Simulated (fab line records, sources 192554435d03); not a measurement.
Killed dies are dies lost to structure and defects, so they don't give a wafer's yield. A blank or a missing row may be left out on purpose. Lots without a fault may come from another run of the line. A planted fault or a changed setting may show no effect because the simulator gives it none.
fab line records | flow n5_finfet
record lots=10 wafers=26 last_day=17
route steps=1938 shown ZERO_LAYER@15 WELL_APT@33 PMOS_HMC_CHANNEL_EPI@57 BEOL_M4@1111 PASSIVATION@1936
lots that met no fault: from a run of the same line without faults
start_h: hours from the record's first day to the start of the lot's first wafer shown | wait_h: hours since the lot's step before | " the same as in the row above | L1.1+2: a row that stands for several wafers | - no value, or no start given | * or withheld: withheld | < > ~ a bound
route shown NAME@n: a module of which the file shows steps, and the number in the route of the first | usual: mean/standard deviation of fault-free wafers | same: alike in all rows | chamber/n: place in a boat | sites: the reading at each site | _std_site: their standard deviation | _edge_site: outer sites' mean less inner sites' | radius_mm: how far each site lies from the wafer's centre | mask NAME#n: copy n | behind: the tool/chamber that last shaped the wafer | hold: why the lot was held/for how many hours/how that ended | device: the transistor (n, p or np) that didn't switch | end of line: the same wafers' tests at the end of the route | a step without rows: its recipe alone | killed: dies lost to structure and defects at the first sort, not the wafer's yield | map: a wafer's dies, x killed, . not, _ none there
set.NAME: the setting as run; set.NAME@STEP: as run at that earlier step | model.NAME: the simulator's own value behind a step, which no gauge read
steps of the route over a sample of lots; a table a step, a row a wafer
services: from which hour (start_h, from the record's first day; less than 0 if before it) a tool's chamber was out of use, for how many hours, and why
## steps
# step N5_ZERO_LAYER_ETCH_17
# recipe chemistry=CF4 target=SiO2 target_depth_a=120 time_s=13.3 ion_energy_ev=350 pressure_mtorr=40 source_w=450 bias_w=215 Ar_flow_sccm=100 cf4_flow_sccm=100
# usual cf4_flow_sccm=100.05/0.28 drypump_motor_current_A=5.9/0.53 oes_product_au=0.80/0.075 rf_fwd_power_W=445.6/1.8 rf_vpp_V=951/3.8 showerhead_plenum_p_Torr=2.17/0.059 throttle_valve_pct=15.63/0.25
# columns lot.wafer tool chamber start_h wait_h cf4_flow_sccm drypump_motor_current_A oes_product_au rf_fwd_power_W rf_hours_counter_h rf_vpp_V showerhead_plenum_p_Torr throttle_valve_pct
L316.2 rie_diel-05 2 19.18 0.0 99.95 5.2 0.78 448.1 123 949 2.16 15.45
L316.3 " 3 " " 99.93 6.3 0.88 444.9 49 951 2.19 15.93
L316.6 " 0 " " 99.79 5.7 0.85 446.8 - 956 2.27 15.35
L319.1 rie_diel-04 2 36.84 0.0 99.81 6.5 0.78 446.9 94 945 2.09 15.93
L319.2 " 1 " " 100.10 5.6 0.83 445.9 72 949 2.17 15.50
L319.5 " 1 " " 100.30 5.6 0.82 445.2 - 951 2.17 15.48
L322.3 rie_diel-04 0 55.07 0.0 99.71 6.5 0.73 447.4 193 953 2.21 15.79
L322.4 " 1 " " 99.98 5.6 0.81 447.2 78 949 2.17 15.51
L323.1 rie_diel-05 2 60.72 0.0 99.85 5.2 0.76 444.4 136 949 2.15 15.47
L323.3 " 3 " " 99.74 6.3 0.85 445.3 61 950 2.19 15.96
L325.2 rie_diel-05 1 72.86 0.0 100.24 5.8 0.76 446.6 121 945 2.06 15.77
L325.4 " 0 " " 100.21 5.7 0.83 444.3 68 956 2.27 15.38
L325.5 " 0 " " 100.26 5.7 0.83 445.9 - 955 2.27 15.39
L332.1 rie_diel-01 1 115.03 0.0 100.21 5.5 0.90 442.1 52 951 2.17 15.14
L332.2 " 0 " " 99.98 6.7 0.87 446.3 37 956 2.25 15.44
L332.4 " 0 " " 100.35 6.8 0.88 444.3 - 957 2.25 15.42
L334.3 rie_diel-04 2 126.71 0.0 99.49 6.5 0.77 446.2 120 944 2.08 15.98
L334.4 " 0 " " 100.06 6.5 0.70 447.6 214 954 2.20 15.80
L334.5 " 0 " " 99.82 6.5 0.71 446.4 - 951 2.20 15.83
L335.2 rie_diel-04 3 132.84 0.0 99.73 5.4 0.69 442.4 228 952 2.20 15.64
L335.5 " 2 " " 99.85 6.4 0.76 445.7 - 945 2.08 15.96
L336.4 rie_diel-04 3 138.71 0.0 99.95 5.4 0.69 443.7 230 951 2.20 15.61
L336.5 " 3 " " 100.12 5.4 0.69 442.6 - 953 2.20 15.63
L336.6 " 0 " " 100.44 6.5 0.71 445.7 - 952 2.20 15.83
L337.3 rie_diel-05 1 144.71 0.0 100.29 5.8 0.73 448.9 142 943 2.05 15.80
L337.6 " 0 " " 100.42 5.7 0.79 448.0 - 955 2.26 15.42
# step N5_WELL_APT_IMPLANT_15
# recipe species=As energy_kev=25 dose_cm2=1.5e+13 tilt_deg=0 rotation_deg=0
# usual dose_ions_cm2=1.4996e+13/1.4e+10 faraday_current_uA=191/3.5
# columns lot.wafer tool chamber start_h wait_h dose_ions_cm2 faraday_current_uA
L316.2 implanter-01 0 20.93 0.1 1.5011e+13 192
L316.3 " 0 " " 1.5004e+13 191
L316.6 " 0 " " 1.5019e+13 188
L319.1 implanter-02 0 38.60 0.1 1.5013e+13 194
L319.2 " 0 " " 1.4999e+13 195
L319.5 " 0 " " 1.4983e+13 194
L322.3 implanter-01 0 56.34 0.1 1.5015e+13 190
L322.4 " 0 " " 1.4999e+13 199
L323.1 implanter-02 0 62.32 0.1 1.5006e+13 190
L323.3 " 0 " " 1.5007e+13 194
L325.2 implanter-01 0 74.35 0.1 1.4999e+13 188
L325.4 " 0 " " 1.5008e+13 192
L325.5 " 0 " " 1.4981e+13 185
L332.1 implanter-01 0 116.30 0.1 9.334e+12 120
L332.2 " 0 " " 9.322e+12 115
L332.4 " 0 " " 9.344e+12 118
L334.3 implanter-01 0 127.99 0.1 9.349e+12 119
L334.4 " 0 " " 9.36e+12 115
L334.5 " 0 " " 9.378e+12 119
L335.2 implanter-02 0 134.20 0.1 1.4987e+13 194
L335.5 " 0 " " 1.4994e+13 188
L336.4 implanter-01 0 140.08 0.1 9.352e+12 120
L336.5 " 0 " " 9.381e+12 119
L336.6 " 0 " " 9.368e+12 117
L337.3 implanter-02 0 146.12 0.1 1.5005e+13 190
L337.6 " 0 " " 1.4982e+13 192
# step N5_WELL_APT_DESCUM_30
# recipe chemistry=O2 time_s=7.9 source_power_w=50 bias_power_w=20 pressure_mtorr=20 rf_frequency_hz=2.712e+07 temp_c=40 o2_flow_sccm=225
# usual drypump_motor_current_A=5.7/0.4 oes_product_au=0.81/0.11 rf_fwd_power_W=49.71/0.17 rf_vpp_V=243.3/1.4 showerhead_plenum_p_Torr=2.11/0.069 throttle_valve_pct=20.43/0.25
# columns lot.wafer tool chamber start_h wait_h drypump_motor_current_A oes_product_au rf_fwd_power_W rf_hours_counter_h rf_vpp_V showerhead_plenum_p_Torr throttle_valve_pct
L316.2 rie_diel-06 3 21.76 0.0 5.8 0.90 49.82 33 243.0 2.20 20.00
L316.3 " 0 " " 6.1 0.68 49.96 248 241.0 1.99 20.26
L316.6 " 2 " " 5.1 0.72 49.99 - 245.5 2.15 20.29
L319.1 rie_diel-02 2 39.46 0.0 5.6 0.70 49.94 195 242.0 2.08 20.53
L319.2 " 3 " " 4.9 0.88 49.49 32 244.8 2.15 20.06
L319.5 " 0 " " 6.4 0.71 49.83 - 242.4 2.05 20.83
L322.3 rie_diel-03 3 57.12 0.0 5.6 0.96 49.63 2 244.5 2.15 20.24
L322.4 " 3 " " 5.6 0.97 49.90 - 243.1 2.15 20.26
L323.1 rie_diel-02 0 63.16 0.0 6.4 0.70 49.51 244 242.8 2.05 20.86
L323.3 " 3 " " 4.9 0.87 49.64 40 243.1 2.14 20.06
L325.2 rie_diel-03 3 75.40 0.1 5.6 0.92 49.59 12 245.5 2.15 20.26
L325.4 " 3 " " 5.6 0.92 49.45 - 243.4 2.15 20.26
L325.5 " 1 " " 5.6 0.69 49.48 - 241.6 2.00 20.82
L332.1 rie_diel-02 3 117.26 0.0 4.9 0.84 49.55 64 245.3 2.14 20.09
L332.2 " 1 " " 5.7 0.69 49.90 236 242.8 2.13 20.28
L332.4 " 0 " " 6.5 1.02 49.85 4 240.9 2.05 20.52
L334.3 rie_diel-03 3 128.91 0.0 5.6 0.86 50.06 36 243.4 2.14 20.29
L334.4 " 2 " " 5.5 0.92 49.62 20 244.0 2.22 20.53
L334.5 " 1 " " 5.7 0.97 49.48 - 245.0 2.26 20.37
L335.2 rie_diel-02 3 135.15 0.2 4.9 0.83 49.74 69 244.8 2.13 20.11
L335.5 " 1 " " 5.7 0.68 49.73 - 245.3 2.13 20.29
L336.4 rie_diel-02 0 140.83 0.0 6.4 0.96 49.85 11 243.2 2.04 20.53
L336.5 " 1 " " 5.7 0.67 49.97 - 244.3 2.13 20.28
L336.6 " 2 " " 5.6 0.68 49.58 - 243.8 2.07 20.59
L337.3 rie_diel-03 0 146.92 0.0 6.1 0.84 49.50 86 244.0 2.10 20.60
L337.6 " 3 " " 5.6 0.87 49.71 - 243.3 2.14 20.30
# step N5_PMOS_HMC_CHANNEL_EPI_HM_DEP_34
# recipe material=SiO2 target_thk_a=360 temp_c=400 precursor=TEOS/O2 pressure_torr=6.5 rf_w=900 teos_flow_sccm=161.4 gas=O2 flow_sccm=2650 time_s=6.9
# usual heater_power_w=532/110 rf_fwd_power_W=883/5.7 showerhead_plenum_p_Torr=8.36/0.033 throttle_valve_pct=18.6/1
# columns lot.wafer tool chamber start_h wait_h heater_power_w rf_fwd_power_W showerhead_plenum_p_Torr throttle_valve_pct
L316.2 pecvd-01 0 23.54 0.0 764 887 8.34 17.1
L316.3 " 0 " " 781 892 8.34 16.8
L316.6 " 0 " " 778 887 8.34 16.7
L319.1 pecvd-02 1 41.25 0.0 491 889 8.35 19.6
L319.2 " 0 " " 454 882 8.29 19.4
L319.5 " 2 " " 591 882 8.40 17.7
L322.3 pecvd-03 1 58.95 0.0 644 872 8.35 18.9
L322.4 " 2 " " 470 885 8.40 17.2
L323.1 pecvd-03 2 65.03 0.0 501 886 8.42 17.5
L323.3 " 0 " " 548 875 8.33 19.4
L325.2 pecvd-03 2 77.07 0.0 416 888 8.38 17.2
L325.4 " 2 " " 431 885 8.39 17.1
L325.5 " 0 " " 600 879 8.33 19.5
L332.1 pecvd-02 0 119.20 0.0 468 878 8.30 19.7
L332.2 " 1 " " 456 891 8.34 19.3
L332.4 " 1 " " 463 891 8.33 19.4
L334.3 pecvd-02 2 130.68 0.0 447 890 8.40 18.5
L334.4 " 0 " " 471 880 8.28 19.5
L334.5 " 2 " " 447 883 8.37 18.4
L335.2 pecvd-02 1 136.87 0.0 372 891 8.37 19.5
L335.5 " 2 " " 560 881 8.39 18.4
L336.4 pecvd-03 0 142.66 0.0 547 881 8.33 19.5
L336.5 " 2 " " 492 884 8.43 17.4
L336.6 " 1 " " 645 875 8.36 18.9
L337.3 pecvd-01 1 148.59 0.0 367 889 8.35 19.6
L337.6 " 0 " " 766 886 8.36 17.1
# step N5_BEOL_M4_RC_MEAS_101
# usual CJ_P=5.78/0.18 DIBL_N=36.3/1.6 DIBL_P=36.2/2 IOFF_N=0.160/0.028 IOFF_P=0.21/0.036 ION_N=677/11 ION_P=465/6.9 SS_N=71.5/0.55 SS_P=73.3/0.64 VT_N=250/3 VT_P=-250/3.5
# columns lot.wafer tool chamber start_h wait_h CJ_P DIBL_N[mV/V] DIBL_P[mV/V] IOFF_N[nA/um] IOFF_P[nA/um] ION_N[uA/um] ION_P[uA/um] SS_N[mV/dec] SS_P[mV/dec] VT_N[mV] VT_P[mV]
L316.2 prober-02 0 168.04 0.2 5.77 35.3 35.1 0.145 0.20 682 464 70.8 72.4 250 -248
L316.3 " 0 " " 5.71 36.1 35.6 0.159 0.21 679 471 70.7 72.5 248 -247
L316.6 " 0 " " 5.68 36.5 36.0 0.167 0.22 675 462 70.7 72.9 249 -251
L319.1 prober-01 0 200.16 0.0 5.64 33.3 33.7 0.114 0.15 660 456 70.6 72.6 256 -255
L319.2 " 0 " " 5.80 34.5 34.8 0.136 0.17 679 470 70.5 72.8 255 -252
L319.5 " 0 " " 5.69 34.5 33.9 0.139 0.16 669 457 71.2 73.1 252 -254
L322.3 prober-01 0 209.69 0.3 5.69 37.7 40.4 0.219 0.27 702 478 71.6 74.7 243 -248
L322.4 " 0 " " 5.46 35.0 36.8 0.160 0.20 675 459 71.2 72.7 250 -252
L323.1 prober-01 0 222.86 0.0 5.89 34.8 33.0 0.131 0.20 651 456 71.4 72.0 253 -250
L323.3 " 0 " " 5.63 36.5 35.5 0.164 0.24 671 465 71.7 73.1 249 -245
L325.2 prober-01 0 238.57 0.2 5.72 35.6 36.5 0.143 0.18 679 462 71.3 73.0 252 -257
L325.4 " 0 " " 5.96 36.8 39.4 0.181 0.22 694 470 72.5 73.3 249 -252
L325.5 " 0 " " 6.00 35.2 38.0 0.152 0.20 671 458 72.0 72.7 250 -255
L334.3 prober-02 0 280.67 0.3 4.60 35.7 35.0 0.147 0.23 666 460 71.0 72.8 250 -247
L334.4 " 0 " " 4.53 38.5 38.5 0.206 0.28 692 473 72.0 74.1 245 -246
L334.5 " 0 " " 4.87 37.5 36.0 0.178 0.23 697 478 71.6 73.1 249 -250
L335.2 prober-01 0 300.23 0.2 5.69 33.4 31.5 0.118 0.16 669 455 71.0 72.4 252 -255
L335.5 " 0 " " 5.48 32.2 30.3 0.107 0.15 668 461 69.9 72.7 255 -254
L336.4 prober-02 0 300.57 0.5 4.84 34.3 35.1 0.135 0.20 665 465 71.1 73.0 251 -248
L336.5 " 0 " " 4.49 34.8 35.5 0.150 0.21 670 466 71.4 73.6 250 -247
L336.6 " 0 " " 4.40 34.5 34.5 0.128 0.19 665 464 70.9 73.1 253 -252
L337.3 prober-01 0 306.05 0.3 5.56 36.7 35.4 0.172 0.21 682 463 71.5 73.3 247 -250
L337.6 " 0 " " 5.94 35.5 34.4 0.151 0.20 684 465 71.0 73.7 246 -248
# step N5_PASSIVATION_PROBE_49
# usual defect_limited_yield=91.2/1.5 killed_at_M0_to_M3=36/10 killed_at_M4_up=13/6 killed_at_contacts=11/5.2 killed_at_front_end=40/11 killed_at_other=3.1/2.9 killed_dies=104/17 killed_open=66/12 killed_short=34/7.7 sort_bin_5_function=5.1/0.91 sort_bin_6_memory=3.2/0.67 sort_n_pass=1076/17 sort_yield_pct=91.2/1.5
# same gross_dies=1180 killed_at_back_side=0 sort_bin_4_leakage[%]=0 sort_bin_8_speed[%]=0
# columns lot.wafer tool chamber start_h wait_h defect_limited_yield[%] killed_at_M0_to_M3 killed_at_M4_up killed_at_contacts killed_at_front_end killed_at_other killed_dies killed_open killed_short sort_bin_5_function[%] sort_bin_6_memory[%] sort_n_pass sort_yield_pct[%]
L325.2 prober-02 - 340.00 0.1 90.8 40 9 7 53 0 109 73 29 6.4 2.5 1071 90.8
L325.5 prober-02 - 340.15 0.2 93.3 34 4 7 30 4 79 52 26 3.6 2.8 1101 93.3
L334.3 prober-02 - 389.76 0.1 90.0 36 19 17 43 3 118 79 30 5.3 3.9 1062 90.0
L334.4 prober-02 - 389.81 0.2 90.0 34 22 9 53 0 118 79 36 6.8 3.1 1062 90.0
L334.5 prober-02 - 389.86 0.2 90.4 28 19 12 52 2 113 67 40 5.2 3.6 1067 90.4
L337.3 prober-02 - 417.38 0.1 93.0 26 14 2 39 2 83 48 34 3.9 2.8 1097 93.0
L337.6 prober-02 - 417.53 0.3 91.2 27 12 11 50 4 104 66 37 5.3 3.0 1076 91.2
# killed by level:class
L325.2 DUMMY_GATE:geometric_particle:open=10 GATE_CUT:geometric_particle:short=10 BEOL_M1:geometric_particle:open=10 BEOL_M3:geometric_particle:open=9 BEOL_M0_SAQP:geometric_particle:open=8 STI_FIN_REVEAL:geometric_particle:open=7 FIN_SAQP:geometric_particle:open=6 MOL_CONTACT_COAG:geometric_particle:open=6
L325.5 BEOL_M1:geometric_particle:open=8 BEOL_M2:geometric_particle:open=8 MOL_CONTACT_COAG:geometric_particle:open=6 STI_FIN_REVEAL:geometric_particle:open=5 DUMMY_GATE:geometric_particle:open=5 GATE_CUT:geometric_particle:short=5 FIN_SAQP:geometric_particle:open=4 BEOL_M1:geometric_particle:short=4
L334.3 MOL_CONTACT_COAG:geometric_particle:open=12 FIN_SAQP:geometric_particle:open=10 BEOL_M4:geometric_particle:open=10 BEOL_M3:geometric_particle:open=8 BEOL_M0_SAQP:geometric_particle:open=6 HKMG_FIN:area_etch=6 ILD0:geometric_particle:open=5 MOL_CONTACT_COAG:geometric_particle:short=5
L334.4 FIN_SAQP:geometric_particle:open=13 BEOL_M2:geometric_particle:open=9 FIN_SAQP:geometric_particle:short=6 DUMMY_GATE:geometric_particle:open=6 ILD0:geometric_particle:open=6 MOL_CONTACT_COAG:geometric_particle:open=6 BEOL_M0_SAQP:geometric_particle:short=6 BEOL_M3:geometric_particle:open=6
L334.5 ILD0:geometric_particle:short=11 MOL_CONTACT_COAG:geometric_particle:open=11 FIN_SAQP:geometric_particle:open=9 FIN_SAQP:geometric_particle:short=9 BEOL_M4:geometric_particle:open=8 BEOL_M3:geometric_particle:open=8 BEOL_M1:geometric_particle:open=5 BEOL_M2:geometric_particle:open=5
L337.3 FIN_SAQP:geometric_particle:open=10 BEOL_M3:geometric_particle:open=8 FIN_SAQP:geometric_particle:short=7 BEOL_M0_SAQP:geometric_particle:open=7 BEOL_M4:geometric_particle:open=6 GATE_CUT:geometric_particle:short=5 BEOL_M0_SAQP:geometric_particle:short=5 SPACER0:geometric_particle:short=3
L337.6 FIN_SAQP:geometric_particle:short=16 FIN_SAQP:geometric_particle:open=14 BEOL_M3:geometric_particle:open=10 MOL_CONTACT_COAG:geometric_particle:open=9 STI_FIN_REVEAL:geometric_particle:open=7 BEOL_M0_SAQP:geometric_particle:open=7 BEOL_M4:geometric_particle:open=5 STARTING-WAFER:geometric_particle:open=3
## services
# columns tool chamber start_h hours kind
implanter-02 - -1.90 2.1 repair
rie_diel-04 2 -0.94 5.7 repair
rie_diel-01 - 0.57 2.8 pm
rie_diel-03 1 4.90 2.0 repair
rie_diel-01 0 5.88 2.0 repair
pecvd-02 2 9.38 1.9 repair
rie_diel-06 - 13.91 0.5 repair
rie_diel-03 0 14.41 13.1 repair
implanter-01 - 32.78 0.7 repair
rie_diel-06 2 52.54 19.3 repair
pecvd-02 0 63.94 8.0 repair
rie_diel-03 - 65.45 0.9 repair
pecvd-03 - 73.61 0.9 repair
rie_diel-02 - 84.41 2.8 pm
rie_diel-06 1 86.68 6.4 repair
rie_diel-06 3 86.70 63.1 repair
pecvd-03 1 88.19 15.6 repair
rie_diel-06 2 88.79 6.8 repair
rie_diel-06 - 92.52 4.2 repair
rie_diel-05 1 95.99 7.9 repair
pecvd-01 - 111.13 28.1 pm
rie_diel-05 0 121.56 1.7 repair
implanter-01 - 121.97 5.5 pm
implanter-01 - 129.35 6.7 repair
## key
first_sign step=N5_WELL_APT_IMPLANT_15 reading=dose_ions_cm2 direction=down sigmas=99+ usual=1.4996e+13 struck=9.354e+12
effect step=N5_WELL_APT_IMPLANT_15 reading=faraday_current_uA direction=down sigmas=21 usual=191 struck=118
effect step=N5_BEOL_M4_RC_MEAS_101 reading=CJ_P direction=down sigmas=6.3 usual=5.78 struck=4.62
met_at N5_WELL_APT_IMPLANT_15
struck_lots L332,L334,L336
rows_end L332.1,L332.2,L332.4
not_acting_at N5_ZERO_LAYER_ETCH_17,N5_WELL_APT_DESCUM_30,N5_PMOS_HMC_CHANNEL_EPI_HM_DEP_34
onset_between 74.35 116.30
fault kind=process_parameter_drift tool=implanter-01 chamber=- onset_h=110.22 steps=N5_WELL_APT_IMPLANT_15 channel=dose_cm2 offset=-5.6449e+12 shape=step acts_in=these_recipes_only stated=1.5e+13
# rows_end: these wafers met a further fault down the route, and their rows from its step on are left out
